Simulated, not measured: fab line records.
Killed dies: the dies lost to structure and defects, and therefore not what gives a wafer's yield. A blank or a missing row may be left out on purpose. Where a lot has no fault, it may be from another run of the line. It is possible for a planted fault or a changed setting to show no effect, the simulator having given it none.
A lot that was struck, set against a sound lot + flow n5Finfet + 38 steps out of a route of 1938
Sound: wafers L957.1, L957.4, L957.5. Struck: wafer L965.1 (left out: L965.2, a lot-mate that was not struck); the cause follows at the end.
Per side, at each step with rows, come the tool, then ch with its chambers, and then its first start. Under that, the readings that differ: sound wafers + struck wafers + difference of the means + sigmas: that difference in standard deviations of wafers without a fault.
alike: a reading whose means differ by less than 2 such deviations, as well as words and numbers matching on both sides. not compared: withheld readings; readings where some wafer has no value; bounds like >300 that might hide an equal value; numbers whose values overlap and for which the record gives no deviation.
A row with sigmas, a row that says differs or no value, or rows on one side alone: a step with any of these is where the two part. Numbers that have no deviation but don't overlap get no sigmas and don't part them. A reading missing from all wafers of one side parts the sides only when that side holds two or more wafers.

first, 9 steps without rows for these wafers: N5_BEOL_M4_ANNEAL_95 (time 240 s); N5_BEOL_M4_SPUTTER_96 (material Cu, target thk 4.5 nm, time 8.29 s); N5_BEOL_M4_ECD_50 (material Cu, target thk 300 nm); N5_BEOL_M4_ANNEAL_51 (time 90 s); N5_BEOL_M4_CMP_52 (polishes, stops on SiOC, t overpolish 6.8 s, target thk 40 nm); N5_BEOL_M4_PRE_CLEAN_60 (time 15 s); N5_BEOL_M4_CO_CAP_55 (material Co, precursor CCTBA/H2, target thk 2 nm, time 102.1 s); N5_BEOL_M4_PRE_CLEAN_56 (time 15 s); N5_BEOL_M4_DEP_57 (deposits SiCN from 3MS/NH3, target thk 8 nm, time 14 s).
N5_BEOL_M4_RC_MEAS_101:
  sound on prober-02 ch 0, day 7 22:27; struck on prober-02 ch 0, day 9 10:55
  alike: DIBL_N, DIBL_P, IOFF_N, IOFF_P, ION_N, ION_P, SS_N, SS_P, VT_N, VT_P
then, 24 steps without rows for these wafers: N5_BEOL_M5_ILD_DEP_00 (deposits SiCOH lowk from DEMS/porogen, target thk 140.64 nm, time 25.9 s); N5_BEOL_M5_CURE_79 (cures SiCOH lowk, time 240 s); N5_BEOL_M5_PECVD_70 (deposits SiO2 from TEOS/O2, target thk 16 nm, time 18 s); N5_BEOL_M5_HM_DEP_02 (deposits TiN, target thk 20 nm); N5_BEOL_M5_COAT_59 (time 60 s, resist thk 60 nm); N5_BEOL_M5_COAT_60 (time 60 s, resist thk 12 nm); N5_BEOL_M5_COAT_71 (time 60 s, resist thk 5 nm); N5_BEOL_M5_COAT_05 (resist thk 30 nm); N5_BEOL_M5_EBR_07; N5_BEOL_M5_SOFTBAKE_06 (time 60 s); N5_BEOL_M5_EXPOSE_08 (exposes mask M5, target cd 28 nm); N5_BEOL_M5_PEB_09 (peb time 60 s); N5_BEOL_M5_DEVELOP_10 (develop time 30 s); N5_BEOL_M5_DESCUM_16 (chemistry O2, time 7 s); N5_BEOL_M5_ETCH_72 (etches underlayer in N2/H2, target depth 6.5 nm, time 5.2 s); N5_BEOL_M5_ETCH_61 (etches SiARC in CF4, target depth 15.6 nm, time 26 s); N5_BEOL_M5_ETCH_62 (etches SOC in N2/H2, target depth 75 nm, overetch 15 nm, time 112.5 s); N5_BEOL_M5_STRIP_63 (strips in N2/H2); N5_BEOL_M5_STRIP_73 (strips in N2/H2); N5_BEOL_M5_STRIP_64 (strips in CF4); N5_BEOL_M5_HM_OPEN_17 (chemistry Cl2/BCl3, target TiN, target depth 20 nm, overetch 6 nm); N5_BEOL_M5_STRIP_19 (strips in O2); N5_BEOL_M5_COAT_65 (time 60 s, resist thk 60 nm); N5_BEOL_M5_COAT_66 (time 60 s, resist thk 12 nm).
-- the record jumps here: 2 days lie between the struck wafers' starts before and after (it left off in module BEOL_M5 and takes up again in module BEOL_M11, whose first step shown is number 1596 of the route) --
N5_BEOL_M11_CMP_52: polishes, stops on SiCOH lowk, t overpolish 7 s, target thk 140 nm.
  sound on cmp-02 ch 0,1, day 10 09:53; struck on cmp-02 ch 3, day 11 20:17
| reading                   | sound             | struck | difference | sigmas      |
|---------------------------|-------------------|--------|------------|-------------|
| barrierFieldEndpointS (s) | 27.4 27.8 27.4    | 46.8   | +19.3      | +27         |
| overpolishRunS (s)        | 6.999 6.991 7.002 | 0.032  | -6.965     | -99 or more |
| timeToEndpointS (s)       | 59.8 60.8 59.1    | 86.7   | +26.8      | +11         |
  alike: motorCurrentA, retainingRingPressureFrac
N5_BEOL_M11_THK_MEAS_53: measures by xrf.
  sound: filmMetro-01 at day 10 10:11; struck: filmMetro-02 at day 11 20:33
| reading      | sound             | struck | difference | sigmas |
|--------------|-------------------|--------|------------|--------|
| M11_THK (nm) | 134.9 134.5 136.7 | 249.1  | +113.7     | +44    |
N5_BEOL_M11_INSPECT_58: inspects for defects (darkfield).
  sound: defectInspect-01 at day 10 10:22; struck: defectInspect-02 at day 11 20:42
| reading        | sound    | struck | difference | sigmas |
|----------------|----------|--------|------------|--------|
| rawDefectCount | 51 63 87 | 1049   | +982       | +52    |
N5_PASSIVATION_PROBE_49:
  sound: prober-02 at day 12 00:19; struck: prober-02 at day 13 09:46
| reading                | sound          | struck | difference | sigmas      |
|------------------------|----------------|--------|------------|-------------|
| defectLimitedYield (%) | 93.7 91.0 93.4 | 0      | -93        | -62         |
| killed_at_M4_up        | 9 9 4          | 1099   | +1092      | +99 or more |
| killedDies             | 74 106 78      | 1180   | +1094      | +61         |
| killedOnRim            | 13 16 8        | 152    | +140       | +35         |
| sortNPass              | 1106 1074 1102 | 0      | -1094      | -61         |
| sortYieldPct (%)       | 93.7 91.0 93.4 | 0      | -93        | -62         |
  alike: killed_at_M0_to_M3, killedAtContacts, killedAtFrontEnd, killedAtOther, killedOpen, killedShort, sort_bin_5_function, sort_bin_6_memory

## WHERE THEY PART
Earliest at N5_BEOL_M11_CMP_52; latest, in this record, at N5_PASSIVATION_PROBE_49.

WHY: what had been put in by the simulator
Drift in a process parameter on cmp-02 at N5_BEOL_M11_CMP_52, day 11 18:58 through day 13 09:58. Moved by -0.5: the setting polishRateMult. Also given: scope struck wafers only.
